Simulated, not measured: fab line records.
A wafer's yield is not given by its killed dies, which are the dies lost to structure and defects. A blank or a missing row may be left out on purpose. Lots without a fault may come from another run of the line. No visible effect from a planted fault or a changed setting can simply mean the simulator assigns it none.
fab line records    flow nand-harc
record: lots: 14  wafers: 42  last-day: 24
route steps=1159 shown P_M2@333 P_BONDPAD@351
lots that met no fault: from a run of the same line without faults
start-h: hours from the record's first day to the start of the lot's first wafer shown    wait-h: hours elapsed since this lot's preceding step    " as in the row above    L1.1+2: several wafers, shown together as one row    - no value, or no start was given    * or withheld: withheld    < > ~ a bound
route shown NAME@n: names a module that has steps shown in the file, with the first one's number in the route    usual: the fault-free wafers' mean and standard deviation    same: alike in all rows    chamber/n: place in a boat    sites: readings site by site    _std_site: standard deviation of those values    _edge_site: mean of outer sites minus mean of inner sites    radius-mm: for every site, how far away it sits from the centre of the wafer    mask NAME#n: copy n    behind: the most recent tool/chamber to have shaped the wafer    hold: what put the lot on hold/how long, in hours/how the hold closed    device: the transistor (n, p or np) that didn't switch    end of line: the route-end tests of the same wafers    a step given without rows: its recipe and nothing more    killed: dies that structure and defects cost at the first sort, which is not the same as the wafer's yield    map: the dies of a wafer, with x for killed, . for not killed, _ for no die there
set.NAME: the setting as run; set.NAME@STEP: as run at that earlier step    model.NAME: the simulator's own value behind a step, which no gauge read
a sample of lots followed through the steps of the route, with each step as a table and each wafer as a row
services: when a tool's chamber went out of use (start-h, in hours from the record's first day, below 0 if earlier), for how many hours, and the reason
== steps ==
step: NHARC_P_M2_ETCH_15
recipe: target-depth-a: 1825  time-s: 91.2  c4f8-flow-sccm: withheld  ar-flow-sccm: 400  rf-w: 600  bias-w: 300  chemistry: C4F8/Ar
usual: oes-product-au: 0.944/0.022  rf-fwd-power-W: 596.2/1.8  rf-vpp-V: 441.0/1.7
lot.wafer  tool         chamber  start-h  wait-h  oes-product-au  rf-fwd-power-W  rf-hours-counter-h  rf-vpp-V
L398.3     rie-diel-05  1        -        -       0.926           596.2           17                  437.0
L398.1     "            2        "        "       0.930           598.5           23                  441.4
L398.5     "            1        "        "       0.929           598.3           -                   440.1
L399.1     rie-diel-05  3        -        -       0.914           599.1           27                  439.6
L399.3     "            1        "        "       0.920           594.0           20                  440.1
L399.2     "            2        "        "       0.929           593.0           25                  441.2
L401.1     rie-diel-04  1        -        -       0.929           595.5           1                   440.6
L401.5     "            3        "        "       0.919           595.2           -                   441.0
L401.6     "            0        "        "       0.928           595.7           -                   442.1
L403.1     rie-diel-13  0        -        -       0.954           596.7           19                  439.7
L403.2     "            1        "        "       0.950           593.3           20                  436.7
L403.3     "            2        "        "       0.939           594.3           20                  441.1
L404.1     rie-diel-04  3        -        -       0.968           596.1           2                   443.0
L404.4     "            0        "        "       0.969           597.1           2                   441.3
L404.5     "            3        "        "       0.965           596.9           -                   442.0
L406.3     rie-diel-13  2        -        -       0.917           596.6           34                  440.2
L406.4     "            3        "        "       0.913           594.0           27                  437.1
L406.6     "            0        "        "       0.924           595.3           -                   437.8
L408.1     rie-diel-04  2        -        -       0.957           594.5           3                   441.2
L408.6     "            1        "        "       0.951           597.9           -                   441.3
L408.5     "            2        "        "       0.955           596.2           -                   442.4
L411.4     rie-diel-04  2        -        -       0.972           595.6           4                   443.6
L411.3     "            0        "        "       0.957           593.8           3                   441.0
L411.5     "            1        "        "       0.984           596.9           -                   439.7
L414.2     rie-diel-04  2        -        -       0.926           600.7           4                   444.0
L414.1     "            3        "        "       0.926           599.3           4                   444.3
L414.6     "            3        "        "       0.926           598.5           -                   443.0
L416.4     rie-diel-04  0        -        -       0.961           593.8           4                   440.3
L416.3     "            1        "        "       0.932           593.3           4                   440.5
L416.2     "            2        "        "       0.982           595.8           5                   442.4
L418.1     rie-diel-04  3        -        -       0.925           597.5           5                   442.1
L418.2     "            0        "        "       0.915           597.0           5                   441.5
L418.6     "            0        "        "       0.929           595.6           -                   440.3
L419.2     rie-diel-04  2        -        -       0.933           595.1           5                   443.1
L419.1     "            0        "        "       0.915           595.0           5                   441.9
L419.3     "            1        "        "       0.928           594.1           4                   440.2
L421.4     rie-diel-04  0        -        -       0.914           595.6           5                   439.9
L421.3     "            3        "        "       0.920           601.8           5                   441.2
L421.6     "            1        "        "       0.924           598.4           -                   439.3
L420.2     rie-diel-04  0        -        -       0.944           595.2           5                   440.6
L420.6     "            3        "        "       0.957           598.2           -                   441.8
L420.5     "            0        "        "       0.945           594.0           -                   442.1
step: NHARC_P_M2_ECD_22
recipe: target-thk-a: 4000  bath-temp-c: 25  material: Cu
lot.wafer   tool       chamber  start-h  wait-h
L398.1+3+5  ecd-cu-02  1,0,0    126.11   -
L399.2+1+3  ecd-cu-01  0,1,0    136.78   -
L401.1+6+5  ecd-cu-01  1,0,1    146.71   -
L403.2+1+3  ecd-cu-01  1,0,0    154.43   -
L404.1+4+5  ecd-cu-01  1        168.10   -
L406.3+4+6  ecd-cu-01  0,1,1    181.41   -
L408.1+5+6  ecd-cu-02  0,1,0    198.19   -
L411.3+4+5  ecd-cu-02  0,1,1    209.31   -
L414.2+1+6  ecd-cu-02  1,0,1    221.58   -
L416.2+4+3  ecd-cu-02  0,0,1    231.11   -
L418.1+2+6  ecd-cu-01  0,1,0    248.18   -
L419.1+2+3  ecd-cu-01  0,1,1    252.60   -
L421.3+4+6  ecd-cu-01  1,0,1    253.57   -
L420.2+5+6  ecd-cu-01  1,1,0    254.04   -
step: NHARC_P_M2_CMP_23
recipe: t-overpolish-s: 20  target-thk-nm: 144.3
usual: motor-current-A: 12.2/0.97  slurry-flow-ml-min: 150.0/0.46  time-to-endpoint-s: 28.2/1.9
lot.wafer  tool    chamber  start-h  wait-h  motor-current-A  slurry-flow-ml-min  time-to-endpoint-s
L398.3     cmp-01  3        126.81   -       12.4             149.9               27.6
L398.1     "       0        "        "       12.2             150.1               27.5
L398.5     "       3        "        "       12.2             150.2               24.7
L399.2     cmp-04  1        137.54   -       12.4             149.8               28.1
L399.1     "       2        "        "       11.7             150.2               27.3
L399.3     "       3        "        "       12.0             150.7               28.9
L401.1     cmp-02  1        147.42   -       11.0             150.1               31.5
L401.5     "       1        "        "       11.1             149.2               31.6
L401.6     "       2        "        "       12.8             149.8               31.3
L403.2     cmp-04  1        155.18   -       12.1             150.5               25.0
L403.3     "       2        "        "       12.3             149.7               29.4
L403.1     "       3        "        "       12.6             150.1               28.5
L404.1     cmp-02  3        168.88   -       12.1             149.2               28.1
L404.4     "       0        "        "       11.9             151.0               29.5
L404.5     "       2        "        "       13.2             149.5               27.1
L406.4     cmp-04  2        182.03   -       12.2             149.9               24.0
L406.3     "       3        "        "       12.8             150.2               23.9
L406.6     "       3        "        "       12.6             149.0               27.1
L408.1     cmp-02  3        198.91   -       11.3             149.4               25.0
L408.6     "       1        "        "       11.5             149.0               25.6
L408.5     "       2        "        "       12.6             149.8               26.8
L411.3     cmp-02  2        209.93   -       13.7             149.1               28.8
L411.4     "       1        "        "       11.0             149.7               27.9
L411.5     "       3        "        "       12.4             149.6               29.8
L414.1     cmp-02  0        222.30   -       12.1             150.1               32.1
L414.2     "       2        "        "       13.2             149.5               31.5
L414.6     "       0        "        "       11.7             149.9               16.4
L416.3     cmp-04  3        231.83   -       12.2             150.6               16.2
L416.4     "       1        "        "       12.8             150.0               27.5
L416.2     "       2        "        "       11.8             149.9               27.1
L418.2     cmp-02  1        248.95   -       10.9             150.3               29.9
L418.1     "       2        "        "       13.5             149.7               29.8
L418.6     "       3        "        "       11.7             150.4               28.6
L419.3     cmp-02  0        253.32   -       11.6             150.1               26.4
L419.1     "       1        "        "       11.8             150.1               30.0
L419.2     "       2        "        "       13.0             149.9               30.3
L421.3     cmp-01  0        254.20   -       11.1             150.4               27.7
L421.4     "       2        "        "       14.4             149.8               29.4
L421.6     "       0        "        "       12.4             149.7               30.4
L420.2     cmp-02  2        254.79   -       13.7             149.6               29.6
L420.5     "       2        "        "       13.5             149.8               30.9
L420.6     "       3        "        "       10.9             150.2               31.4
step: NHARC_P_M2_THK_MEAS_24
recipe: thk-meas-gauge: xrf
usual: thk-nm: 144.4/1.2
lot.wafer  tool           chamber  start-h  wait-h  thk-nm
L398.1     film-metro-02  -        127.09   -       144.9
L398.3     "              -        "        "       144.9
L398.5     "              -        "        "       144.0
L399.1     film-metro-01  -        137.83   -       143.4
L399.2     "              -        "        "       145.1
L399.3     "              -        "        "       144.9
L401.1     film-metro-01  -        147.73   -       145.1
L401.5     "              -        "        "       143.2
L401.6     "              -        "        "       142.2
L403.1     film-metro-01  -        155.46   -       144.8
L403.2     "              -        "        "       144.6
L403.3     "              -        "        "       143.3
L404.1     film-metro-02  -        169.13   -       143.5
L404.4     "              -        "        "       143.4
L404.5     "              -        "        "       142.8
L406.3     film-metro-01  -        182.35   -       143.7
L406.4     "              -        "        "       143.7
L406.6     "              -        "        "       145.5
L408.1     film-metro-01  -        199.17   -       143.4
L408.5     "              -        "        "       143.3
L408.6     "              -        "        "       144.2
L411.3     film-metro-01  -        210.24   -       145.7
L411.4     "              -        "        "       146.6
L411.5     "              -        "        "       144.9
L414.1     film-metro-01  -        222.62   -       145.8
L414.2     "              -        "        "       144.6
L414.6     "              -        "        "       144.7
L416.2     film-metro-02  -        232.14   -       143.8
L416.3     "              -        "        "       146.4
L416.4     "              -        "        "       146.4
L418.1     film-metro-01  -        249.21   -       143.8
L418.2     "              -        "        "       144.9
L418.6     "              -        "        "       144.7
L419.1     film-metro-02  -        253.64   -       143.1
L419.2     "              -        "        "       144.3
L419.3     "              -        "        "       143.4
L421.3     film-metro-01  -        254.51   -       144.2
L421.4     "              -        "        "       145.0
L421.6     "              -        "        "       145.3
L420.2     film-metro-02  -        255.11   -       145.1
L420.5     "              -        "        "       143.7
L420.6     "              -        "        "       143.2
step: NHARC_P_BONDPAD_DEP_00
recipe: target-thk-a: 2500  temp-c: 370  target-thk-nm: 250  pressure-torr: 3  flow-sccm: 200  rf-w: 450  material: SiCN
usual: heater-power-w: 608/97  rf-fwd-power-W: 449.0/1.4  susceptor-temp-C: 370.01/0.24
lot.wafer  tool      chamber  start-h  wait-h  heater-power-w  rf-fwd-power-W  susceptor-temp-C
L398.1     pecvd-03  2        127.81   -       745             448.2           369.80
L398.3     "         0        "        "       661             448.0           369.92
L398.5     "         0        "        "       666             450.3           369.90
L399.1     pecvd-04  2        138.55   -       485             449.2           369.89
L399.3     "         0        "        "       510             450.7           370.28
L399.2     "         1        "        "       703             451.8           370.13
L401.1     pecvd-02  2        148.51   -       593             449.8           369.85
L401.5     "         2        "        "       602             448.7           370.25
L401.6     "         0        "        "       573             449.5           370.02
L403.3     pecvd-03  0        156.27   -       711             450.3           369.96
L403.2     "         1        "        "       637             448.8           369.83
L403.1     "         2        "        "       740             449.0           369.94
L404.1     pecvd-02  0        169.85   -       553             448.5           369.92
L404.5     "         0        "        "       587             447.8           369.93
L404.4     "         2        "        "       603             448.2           370.25
L406.3     pecvd-02  0        183.06   -       514             450.7           370.31
L406.4     "         0        "        "       520             449.1           370.34
L406.6     "         2        "        "       602             449.8           370.18
L408.1     pecvd-03  0        -        -       631             449.3           370.02
L408.6     "         0        "        "       628             447.4           370.23
L408.5     "         1        "        "       637             450.2           370.37
L411.3     pecvd-04  2        -        -       455             449.5           369.85
L411.4     "         2        "        "       456             451.1           370.13
L411.5     "         0        "        "       471             450.3           370.14
L414.2     pecvd-04  2        223.33   -       463             446.9           370.03
L414.1     "         0        "        "       433             449.7           369.95
L414.6     "         2        "        "       465             447.8           370.30
L416.3     pecvd-04  2        233.05   0.3     476             449.5           369.72
L416.2     "         0        "        "       527             450.4           369.75
L416.4     "         0        "        "       517             449.4           369.78
L418.2     pecvd-04  2        -        -       403             449.2           369.92
L418.1     "         1        "        "       803             450.9           370.05
L418.6     "         1        "        "       832             449.0           369.85
L419.1     pecvd-03  0        254.52   0.4     604             447.3           369.98
L419.3     "         1        "        "       650             451.6           370.39
L419.2     "         2        "        "       608             448.4           370.36
L421.3     pecvd-03  0        255.40   0.4     626             447.8           370.09
L421.4     "         0        "        "       631             447.6           370.24
L421.6     "         2        "        "       714             449.0           370.42
L420.2     pecvd-02  2        255.85   -       550             449.0           370.02
L420.5     "         2        "        "       566             448.6           370.40
L420.6     "         0        "        "       559             446.2           369.77
== services ==
tool         chamber  start-h  hours  kind
cmp-04       -        105.00   4.0    pm
pecvd-03     -        111.15   13.0   pm
rie-diel-04  -        111.90   9.0    pm
ecd-cu-01    -        127.59   0.4    repair
cmp-02       -        128.50   4.0    pm
pecvd-02     -        153.07   13.0   pm
rie-diel-13  -        159.92   0.2    repair
cmp-01       -        162.87   1.7    repair
rie-diel-05  -        163.60   9.0    pm
cmp-01       -        166.60   0.9    repair
ecd-cu-02    -        180.21   8.0    pm
cmp-01       -        183.12   4.0    pm
rie-diel-05  3        185.74   23.8   repair
rie-diel-13  2        191.71   3.1    repair
pecvd-04     -        195.11   13.0   pm
cmp-02       -        197.83   0.8    repair
ecd-cu-02    -        201.23   0.3    repair
cmp-04       -        203.00   4.0    pm
rie-diel-04  1        218.09   9.9    repair
cmp-02       -        226.19   1.0    repair
pecvd-03     1        230.01   7.7    repair
cmp-04       -        238.24   1.5    repair
cmp-02       -        239.94   2.7    repair
pecvd-02     1        252.77   4.7    repair
== key ==
first-sign: step: NHARC_P_M2_CMP_23  reading: time-to-endpoint-s  direction: down  sigmas: 6.2  usual: *  struck: *
effect none on later readings
met-at NHARC_P_M2_ECD_22
struck-lots L414,L416
struck-wafers L414.6,L416.3
sort-left-out L414.6,L416.3
not-acting-at NHARC_P_M2_ETCH_15,NHARC_P_M2_THK_MEAS_24,NHARC_P_BONDPAD_DEP_00
onset-between 209.31 221.58
fault: kind: process-parameter-drift  tool: ecd-cu-02  chamber: -  onset-h: 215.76  steps: NHARC_P_M2_ECD_22  channel: target-thk-a  offset: *  shape: step  end-h: 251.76  scope: struck-wafers-only  acts-in: *  stated: *
sort-left-out: the simulated sort isn't trusted on such a fault, so these wafers' sort isn't shown, and their yield isn't known
